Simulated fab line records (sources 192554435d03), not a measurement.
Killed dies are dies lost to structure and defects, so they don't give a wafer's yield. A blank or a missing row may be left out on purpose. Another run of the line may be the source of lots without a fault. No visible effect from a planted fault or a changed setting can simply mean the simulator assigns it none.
Which tool is to blame? :: flow n5Finfet :: Sampling: 24 lots, 72 wafers, 5 of 1938 route steps

== WHAT THE GAUGES SHOWED, per wafer ==
N5_FIN_CUT_OVL_MEAS_09. Usual: FIN_CUT_OVL typically reads 0.1 nm, with standard deviation 0.64.
lot: L074
measured: day 2 02:50
on: overlay-01
FIN_CUT_OVL (nm): 0.3 -0.1 0.0
flag: 

lot: L075
measured: day 2 08:43
on: overlay-01
FIN_CUT_OVL (nm): 0.5 -0.4 0.4
flag: 

lot: L076
measured: day 2 15:52
on: overlay-01
FIN_CUT_OVL (nm): -0.1 0.2 0.0
flag: 

lot: L077
measured: day 2 22:38
on: overlay-02
FIN_CUT_OVL (nm): 1.0 -0.3 -0.3
flag: 

lot: L078
measured: day 3 03:10
on: overlay-02
FIN_CUT_OVL (nm): 0.4 0.3 0.2
flag: 

lot: L079
measured: day 3 11:17
on: overlay-01
FIN_CUT_OVL (nm): 0.6 -0.2 0.4
flag: 

lot: L080
measured: day 3 16:11
on: overlay-02
FIN_CUT_OVL (nm): -1.0 -0.1 -0.1
flag: 

lot: L081
measured: day 3 21:49
on: overlay-01
FIN_CUT_OVL (nm): -0.2 0.1 1.2
flag: 

lot: L082
measured: day 4 03:44
on: overlay-02
FIN_CUT_OVL (nm): 0.1 0.7 0.6
flag: 

lot: L083
measured: day 4 08:30
on: overlay-01
FIN_CUT_OVL (nm): 1.1 0.5 -0.3
flag: 

lot: L084
measured: day 4 14:46
on: overlay-02
FIN_CUT_OVL (nm): 0.0 0.6 -0.1
flag: 

lot: L085
measured: day 4 20:53
on: overlay-02
FIN_CUT_OVL (nm): -0.5 -0.5 -0.4
flag: 

lot: L086
measured: day 5 04:56
on: overlay-02
FIN_CUT_OVL (nm): 0.8 0.3 1.3
flag: 

lot: L087
measured: day 5 13:33
on: overlay-01
FIN_CUT_OVL (nm): -0.7 -0.9 -1.2
flag: 

lot: L088
measured: day 5 15:32
on: overlay-01
FIN_CUT_OVL (nm): -0.3 -1.6 -0.1
flag: 

lot: L089
measured: day 5 21:07
on: overlay-02
FIN_CUT_OVL (nm): -0.4 -0.5 -0.7
flag: 

lot: L090
measured: day 6 04:14
on: overlay-01
FIN_CUT_OVL (nm): 1.1 -0.4 -0.1
flag: 

lot: L091
measured: day 6 08:16
on: overlay-02
FIN_CUT_OVL (nm): -1.1 -0.4 0.2
flag: 

lot: L092
measured: day 6 14:10
on: overlay-02
FIN_CUT_OVL (nm): 0.4 0.9 0.5
flag: 

lot: L093
measured: day 6 19:58
on: overlay-02
FIN_CUT_OVL (nm): 1.0 0.6 0.0
flag: 

lot: L094
measured: day 7 03:36
on: overlay-01
FIN_CUT_OVL (nm): 0.3 -0.5 0.3
flag: 

lot: L095
measured: day 7 09:25
on: overlay-01
FIN_CUT_OVL (nm): -0.3 1.6 0.1
flag: 

lot: L096
measured: day 7 14:47
on: overlay-02
FIN_CUT_OVL (nm): -0.8 -0.9 0.0
flag: 

lot: L097
measured: day 7 20:40
on: overlay-02
FIN_CUT_OVL (nm): 0.9 1.1 0.7
flag: 

N5_STI_FIN_REVEAL_THK_MEAS_05. Usual: thkNm reads 131.9 nm (standard deviation 1).
lot: L074
measured: day 2 09:16
on: filmMetro-02
thkNm (nm): 131.2 132.5 131.8
flag: 

lot: L075
measured: day 2 16:05
on: filmMetro-02
thkNm (nm): 130.5 132.1 128.9
flag: 

lot: L076
measured: day 2 23:02
on: filmMetro-02
thkNm (nm): 133.1 130.2 131.6
flag: 

lot: L077
measured: day 3 05:49
on: filmMetro-02
thkNm (nm): 134.3 131.8 132.1
flag: 

lot: L078
measured: day 3 09:45
on: filmMetro-01
thkNm (nm): 131.8 134.0 132.9
flag: 

lot: L079
measured: day 3 17:49
on: filmMetro-01
thkNm (nm): 132.5 132.1 130.2
flag: 

lot: L080
measured: day 3 22:40
on: filmMetro-01
thkNm (nm): 133.2 131.9 132.2
flag: 

lot: L081
measured: day 4 04:14
on: filmMetro-02
thkNm (nm): 132.7 132.2 133.7
flag: 

lot: L082
measured: day 4 10:18
on: filmMetro-01
thkNm (nm): 130.4 132.5 131.4
flag: 

lot: L083
measured: day 4 14:56
on: filmMetro-01
thkNm (nm): 132.2 132.2 132.5
flag: 

lot: L084
measured: day 4 22:34
on: filmMetro-02
thkNm (nm): 130.9 131.5 131.4
flag: 

lot: L085
measured: day 5 04:02
on: filmMetro-01
thkNm (nm): 132.6 132.6 132.3
flag: 

lot: L086
measured: day 5 12:11
on: filmMetro-01
thkNm (nm): 131.1 132.6 131.8
flag: 

lot: L087
measured: day 5 19:58
on: filmMetro-02
thkNm (nm): 132.0 131.8 130.9
flag: 

lot: L088
measured: day 5 23:19
on: filmMetro-01
thkNm (nm): 132.7 132.0 131.4
flag: 

lot: L089
measured: day 6 05:09
on: filmMetro-01
thkNm (nm): 130.7 133.4 131.1
flag: 

lot: L090
measured: day 6 10:42
on: filmMetro-02
thkNm (nm): 131.7 131.2 132.7
flag: 

lot: L091
measured: day 6 15:28
on: filmMetro-01
thkNm (nm): 131.0 133.2 132.5
flag: 

lot: L092
measured: day 6 20:44
on: filmMetro-02
thkNm (nm): 130.7 131.1 131.8
flag: 

lot: L093
measured: day 7 02:25
on: filmMetro-01
thkNm (nm): 130.4 132.3 130.3
flag: 

lot: L094
measured: day 7 10:17
on: filmMetro-01
thkNm (nm): 129.7 130.0 130.9
flag: 

lot: L095
measured: day 7 16:35
on: filmMetro-02
thkNm (nm): 132.4 131.9 133.3
flag: 

lot: L096
measured: day 7 21:38
on: filmMetro-01
thkNm (nm): 130.7 133.6 131.6
flag: 

lot: L097
measured: day 8 03:09
on: filmMetro-02
thkNm (nm): 132.0 130.6 130.2
flag: 

N5_DUMMY_GATE_INSPECT_17: inspects for defects (brightfield). Usual: rawDefectCount reads 206 (standard deviation 53).
lot: L074
measured: day 2 21:07
on: defectInspect-01
rawDefectCount: 242 342 273
flag: 

lot: L075
measured: day 3 05:05
on: defectInspect-01
rawDefectCount: 124 143 141
flag: 

lot: L076
measured: day 3 12:27
on: defectInspect-01
rawDefectCount: 166 196 170
flag: 

lot: L077
measured: day 3 18:19
on: defectInspect-01
rawDefectCount: 194 313 193
flag: 

lot: L078
measured: day 4 02:22
on: defectInspect-02
rawDefectCount: 168 261 217
flag: 

lot: L079
measured: day 4 10:34
on: defectInspect-01
rawDefectCount: 196 220 177
flag: 

lot: L080
measured: day 4 11:05
on: defectInspect-01
rawDefectCount: 230 212 206
flag: 

lot: L081
measured: day 4 16:05
on: defectInspect-01
rawDefectCount: 155 159 189
flag: 

lot: L082
measured: day 4 22:14
on: defectInspect-02
rawDefectCount: 173 228 195
flag: 

lot: L083
measured: day 5 02:51
on: defectInspect-01
rawDefectCount: 222 197 189
flag: 

lot: L084
measured: day 5 11:58
on: defectInspect-01
rawDefectCount: 210 199 227
flag: 

lot: L085
measured: day 5 16:26
on: defectInspect-02
rawDefectCount: 161 149 212
flag: 

lot: L086
measured: day 6 00:44
on: defectInspect-02
rawDefectCount: 265 177 168
flag: 

lot: L087
measured: day 6 08:38
on: defectInspect-01
rawDefectCount: 266 235 182
flag: 

lot: L088
measured: day 6 11:29
on: defectInspect-02
rawDefectCount: 229 188 126
flag: 

lot: L089
measured: day 6 17:12
on: defectInspect-01
rawDefectCount: 137 187 152
flag: 

lot: L090
measured: day 6 22:54
on: defectInspect-02
rawDefectCount: 273 214 155
flag: 

lot: L091
measured: day 7 03:48
on: defectInspect-01
rawDefectCount: 138 137 160
flag: 

lot: L092
measured: day 7 08:37
on: defectInspect-01
rawDefectCount: 239 151 174
flag: 

lot: L093
measured: day 7 15:11
on: defectInspect-02
rawDefectCount: 244 276 301
flag: 

lot: L094
measured: day 7 22:10
on: defectInspect-02
rawDefectCount: 194 341 330
flag: 

lot: L095
measured: day 8 06:52
on: defectInspect-01
rawDefectCount: 185 135 210
flag: 

lot: L096
measured: day 8 09:44
on: defectInspect-02
rawDefectCount: 157 207 222
flag: 

lot: L097
measured: day 8 17:04
on: defectInspect-01
rawDefectCount: 186 151 182
flag: 

== WHICH TOOL RAN EACH LOT (tool, then ch and the chambers of the sampled wafers, then the start) ==
lot: L074
N5_FIN_SAQP_HM_CD_35: cdSem-01, day 2 02:04
N5_FIN_CUT_STRIP_24: rieDiel-05 ch 1,2,3, day 2 03:20

lot: L075
N5_FIN_SAQP_HM_CD_35: cdSem-02, day 2 08:03
N5_FIN_CUT_STRIP_24: rieDiel-05 ch 0,1,2, day 2 09:16

lot: L076
N5_FIN_SAQP_HM_CD_35: cdSem-03, day 2 15:05
N5_FIN_CUT_STRIP_24: rieDiel-05 ch 0,1,3, day 2 16:23

lot: L077
N5_FIN_SAQP_HM_CD_35: cdSem-02, day 2 21:50
N5_FIN_CUT_STRIP_24: rieDiel-05 ch 1,2,3, day 2 23:08

lot: L078
N5_FIN_SAQP_HM_CD_35: cdSem-03, day 3 02:31
N5_FIN_CUT_STRIP_24: rieDiel-06 ch 0,2,3, day 3 03:47

lot: L079
N5_FIN_SAQP_HM_CD_35: cdSem-01, day 3 10:30
N5_FIN_CUT_STRIP_24: rieDiel-05 ch 0,2,3, day 3 11:48

lot: L080
N5_FIN_SAQP_HM_CD_35: cdSem-02, day 3 15:32
N5_FIN_CUT_STRIP_24: rieDiel-05 ch 0,2,3, day 3 16:41

lot: L081
N5_FIN_SAQP_HM_CD_35: cdSem-02, day 3 21:00
N5_FIN_CUT_STRIP_24: rieDiel-03 ch 0,2,3, day 3 22:19

lot: L082
N5_FIN_SAQP_HM_CD_35: cdSem-02, day 4 02:58
N5_FIN_CUT_STRIP_24: rieDiel-03 ch 0,1,2, day 4 04:23

lot: L083
N5_FIN_SAQP_HM_CD_35: cdSem-02, day 4 07:43
N5_FIN_CUT_STRIP_24: rieDiel-03 ch 0,2, day 4 09:01

lot: L084
N5_FIN_SAQP_HM_CD_35: cdSem-02, day 4 14:07
N5_FIN_CUT_STRIP_24: rieDiel-05 ch 0,2,3, day 4 15:17

lot: L085
N5_FIN_SAQP_HM_CD_35: cdSem-01, day 4 20:14
N5_FIN_CUT_STRIP_24: rieDiel-05 ch 2,3, day 4 21:37

lot: L086
N5_FIN_SAQP_HM_CD_35: cdSem-03, day 5 04:16
N5_FIN_CUT_STRIP_24: rieDiel-06 ch 0,2, day 5 05:41

lot: L087
N5_FIN_SAQP_HM_CD_35: cdSem-02, day 5 12:46
N5_FIN_CUT_STRIP_24: rieDiel-03 ch 1,2, day 5 14:03

lot: L088
N5_FIN_SAQP_HM_CD_35: cdSem-03, day 5 14:52
N5_FIN_CUT_STRIP_24: rieDiel-06 ch 0,1,3, day 5 16:02

lot: L089
N5_FIN_SAQP_HM_CD_35: cdSem-02, day 5 20:20
N5_FIN_CUT_STRIP_24: rieDiel-03 ch 1,2,3, day 5 21:37

lot: L090
N5_FIN_SAQP_HM_CD_35: cdSem-01, day 6 03:28
N5_FIN_CUT_STRIP_24: rieDiel-06 ch 0,1, day 6 04:44

lot: L091
N5_FIN_SAQP_HM_CD_35: cdSem-02, day 6 07:37
N5_FIN_CUT_STRIP_24: rieDiel-06 ch 0,3, day 6 08:47

lot: L092
N5_FIN_SAQP_HM_CD_35: cdSem-02, day 6 13:31
N5_FIN_CUT_STRIP_24: rieDiel-03 ch 0,1,3, day 6 14:42

lot: L093
N5_FIN_SAQP_HM_CD_35: cdSem-02, day 6 19:10
N5_FIN_CUT_STRIP_24: rieDiel-05 ch 2,3, day 6 20:28

lot: L094
N5_FIN_SAQP_HM_CD_35: cdSem-01, day 7 02:56
N5_FIN_CUT_STRIP_24: rieDiel-06 ch 1,2, day 7 04:07

lot: L095
N5_FIN_SAQP_HM_CD_35: cdSem-02, day 7 08:38
N5_FIN_CUT_STRIP_24: rieDiel-03 ch 0,1, day 7 09:56

lot: L096
N5_FIN_SAQP_HM_CD_35: cdSem-01, day 7 14:08
N5_FIN_CUT_STRIP_24: rieDiel-03 ch 0,1,3, day 7 15:26

lot: L097
N5_FIN_SAQP_HM_CD_35: cdSem-03, day 7 19:53
N5_FIN_CUT_STRIP_24: rieDiel-05 ch 0,1,3, day 7 21:10
- N5_FIN_SAQP_HM_CD_35: target cd 8 nm.
- N5_FIN_CUT_STRIP_24: strips in CF4.

== WHAT THE TOOLS THEMSELVES READ (means of the sampled wafers that have a number; where no wafer has one, the mark that the record gives instead) ==
N5_FIN_SAQP_HM_CD_35. Usual: cdNm reads 8.16 nm (standard deviation 0.24).
lot: L074
tool: cdSem-01
cdNm (nm): 8.13
flag: 

lot: L075
tool: cdSem-02
cdNm (nm): 8.02
flag: 

lot: L076
tool: cdSem-03
cdNm (nm): 8.19
flag: 

lot: L077
tool: cdSem-02
cdNm (nm): 8.21
flag: 

lot: L078
tool: cdSem-03
cdNm (nm): 8.18
flag: 

lot: L079
tool: cdSem-01
cdNm (nm): 7.82
flag: 

lot: L080
tool: cdSem-02
cdNm (nm): 7.97
flag: 

lot: L081
tool: cdSem-02
cdNm (nm): 8.44
flag: 

lot: L082
tool: cdSem-02
cdNm (nm): 8.19
flag: 

lot: L083
tool: cdSem-02
cdNm (nm): 8.53
flag: 

lot: L084
tool: cdSem-02
cdNm (nm): 8.20
flag: 

lot: L085
tool: cdSem-01
cdNm (nm): 8.28
flag: 

lot: L086
tool: cdSem-03
cdNm (nm): 8.10
flag: 

lot: L087
tool: cdSem-02
cdNm (nm): 8.24
flag: 

lot: L088
tool: cdSem-03
cdNm (nm): 8.41
flag: 

lot: L089
tool: cdSem-02
cdNm (nm): 8.05
flag: 

lot: L090
tool: cdSem-01
cdNm (nm): 8.01
flag: 

lot: L091
tool: cdSem-02
cdNm (nm): 7.85
flag: 

lot: L092
tool: cdSem-02
cdNm (nm): 7.93
flag: 

lot: L093
tool: cdSem-02
cdNm (nm): 8.29
flag: 

lot: L094
tool: cdSem-01
cdNm (nm): 8.20
flag: 

lot: L095
tool: cdSem-02
cdNm (nm): 8.29
flag: 

lot: L096
tool: cdSem-01
cdNm (nm): 8.33
flag: 

lot: L097
tool: cdSem-03
cdNm (nm): 8.02
flag: 

N5_FIN_CUT_STRIP_24. Usual: drypumpMotorCurrentA 5.39 A, standard deviation 0.27; oesProductAu 0.73 a.u., standard deviation 0.052; rfVppV 271.7 V, standard deviation 1.1; showerheadPlenumPTorr 1.82 Torr, standard deviation 0.043; throttleValvePct 13.64 %, standard deviation 0.21.
lot: L074
tool: rieDiel-05
drypumpMotorCurrentA (A): 5.49
oesProductAu (a.u.): 0.72
rfVppV (V): 271.4
showerheadPlenumPTorr (Torr): 1.80
throttleValvePct (%): 13.54
flag: 

lot: L075
tool: rieDiel-05
drypumpMotorCurrentA (A): 5.38
oesProductAu (a.u.): 0.70
rfVppV (V): 271.9
showerheadPlenumPTorr (Torr): 1.82
throttleValvePct (%): 13.69
flag: 

lot: L076
tool: rieDiel-05
drypumpMotorCurrentA (A): 5.25
oesProductAu (a.u.): 0.72
rfVppV (V): 271.4
showerheadPlenumPTorr (Torr): 1.80
throttleValvePct (%): 13.65
flag: 

lot: L077
tool: rieDiel-05
drypumpMotorCurrentA (A): 5.47
oesProductAu (a.u.): 0.72
rfVppV (V): 270.9
showerheadPlenumPTorr (Torr): 1.80
throttleValvePct (%): 13.56
flag: 

lot: L078
tool: rieDiel-06
drypumpMotorCurrentA (A): 5.43
oesProductAu (a.u.): 0.76
rfVppV (V): 271.9
showerheadPlenumPTorr (Torr): 1.82
throttleValvePct (%): 13.65
flag: 

lot: L079
tool: rieDiel-05
drypumpMotorCurrentA (A): 5.34
oesProductAu (a.u.): 0.72
rfVppV (V): 272.3
showerheadPlenumPTorr (Torr): 1.82
throttleValvePct (%): 13.68
flag: 

lot: L080
tool: rieDiel-05
drypumpMotorCurrentA (A): 5.32
oesProductAu (a.u.): 0.72
rfVppV (V): 272.5
showerheadPlenumPTorr (Torr): 1.82
throttleValvePct (%): 13.69
flag: 

lot: L081
tool: rieDiel-03
drypumpMotorCurrentA (A): 5.44
oesProductAu (a.u.): 0.71
rfVppV (V): 271.5
showerheadPlenumPTorr (Torr): 1.80
throttleValvePct (%): 13.65
flag: 

lot: L082
tool: rieDiel-03
drypumpMotorCurrentA (A): 5.49
oesProductAu (a.u.): 0.77
rfVppV (V): 271.6
showerheadPlenumPTorr (Torr): 1.83
throttleValvePct (%): 13.49
flag: 

lot: L083
tool: rieDiel-03
drypumpMotorCurrentA (A): 5.49
oesProductAu (a.u.): 0.72
rfVppV (V): 271.1
showerheadPlenumPTorr (Torr): 1.78
throttleValvePct (%): 13.60
flag: 

lot: L084
tool: rieDiel-05
drypumpMotorCurrentA (A): 5.34
oesProductAu (a.u.): 0.72
rfVppV (V): 272.2
showerheadPlenumPTorr (Torr): 1.82
throttleValvePct (%): 13.69
flag: 

lot: L085
tool: rieDiel-05
drypumpMotorCurrentA (A): 5.43
oesProductAu (a.u.): 0.73
rfVppV (V): 271.2
showerheadPlenumPTorr (Torr): 1.80
throttleValvePct (%): 13.57
flag: 

lot: L086
tool: rieDiel-06
drypumpMotorCurrentA (A): 5.63
oesProductAu (a.u.): 0.74
rfVppV (V): 271.0
showerheadPlenumPTorr (Torr): 1.82
throttleValvePct (%): 13.76
flag: 

lot: L087
tool: rieDiel-03
drypumpMotorCurrentA (A): 5.27
oesProductAu (a.u.): 0.79
rfVppV (V): 271.9
showerheadPlenumPTorr (Torr): 1.87
throttleValvePct (%): 13.56
flag: 

lot: L088
tool: rieDiel-06
drypumpMotorCurrentA (A): 5.29
oesProductAu (a.u.): 0.73
rfVppV (V): 272.5
showerheadPlenumPTorr (Torr): 1.84
throttleValvePct (%): 13.66
flag: 

lot: L089
tool: rieDiel-03
drypumpMotorCurrentA (A): 5.23
oesProductAu (a.u.): 0.74
rfVppV (V): 272.3
showerheadPlenumPTorr (Torr): 1.84
throttleValvePct (%): 13.71
flag: 

lot: L090
tool: rieDiel-06
drypumpMotorCurrentA (A): 5.20
oesProductAu (a.u.): 0.72
rfVppV (V): 272.1
showerheadPlenumPTorr (Torr): 1.85
throttleValvePct (%): 13.57
flag: 

lot: L091
tool: rieDiel-06
drypumpMotorCurrentA (A): 5.16
oesProductAu (a.u.): 0.74
rfVppV (V): 271.8
showerheadPlenumPTorr (Torr): 1.84
throttleValvePct (%): 13.54
flag: 

lot: L092
tool: rieDiel-03
drypumpMotorCurrentA (A): 5.44
oesProductAu (a.u.): 0.75
rfVppV (V): 271.7
showerheadPlenumPTorr (Torr): 1.84
throttleValvePct (%): 13.58
flag: 

lot: L093
tool: rieDiel-05
drypumpMotorCurrentA (A): 5.57
oesProductAu (a.u.): 0.70
rfVppV (V): 271.7
showerheadPlenumPTorr (Torr): 1.81
throttleValvePct (%): 13.62
flag: 

lot: L094
tool: rieDiel-06
drypumpMotorCurrentA (A): 5.58
oesProductAu (a.u.): 0.70
rfVppV (V): 271.1
showerheadPlenumPTorr (Torr): 1.83
throttleValvePct (%): 13.88
flag: 

lot: L095
tool: rieDiel-03
drypumpMotorCurrentA (A): 5.72
oesProductAu (a.u.): 0.75
rfVppV (V): 272.2
showerheadPlenumPTorr (Torr): 1.82
throttleValvePct (%): 13.41
flag: 

lot: L096
tool: rieDiel-03
drypumpMotorCurrentA (A): 5.45
oesProductAu (a.u.): 0.74
rfVppV (V): 271.8
showerheadPlenumPTorr (Torr): 1.84
throttleValvePct (%): 13.60
flag: 

lot: L097
tool: rieDiel-05
drypumpMotorCurrentA (A): 5.26
oesProductAu (a.u.): 0.78
rfVppV (V): 271.0
showerheadPlenumPTorr (Torr): 1.79
throttleValvePct (%): 13.55
flag: 

== THE ANSWER, worked out from the rows above alone ==
Rule: take the mean of a lot's wafers that have a number; if it is more than 3 standard deviations from the usual mean, the lot is off. A lot without any number at a reading at which 4 lots or more have one is off too. The other lots that the step has rows for count as sound. After the gauges, taken in route order, come the tools' own readings; for these a lot's mean is taken, as printed above. The first step at which some lot is off is used, and at that step the reading that is off furthest; a lot without a number counts as furthest.
No lot is off on any of the readings shown, so nothing can be concluded from this.

== WHAT THE SIMULATOR PUT IN ==
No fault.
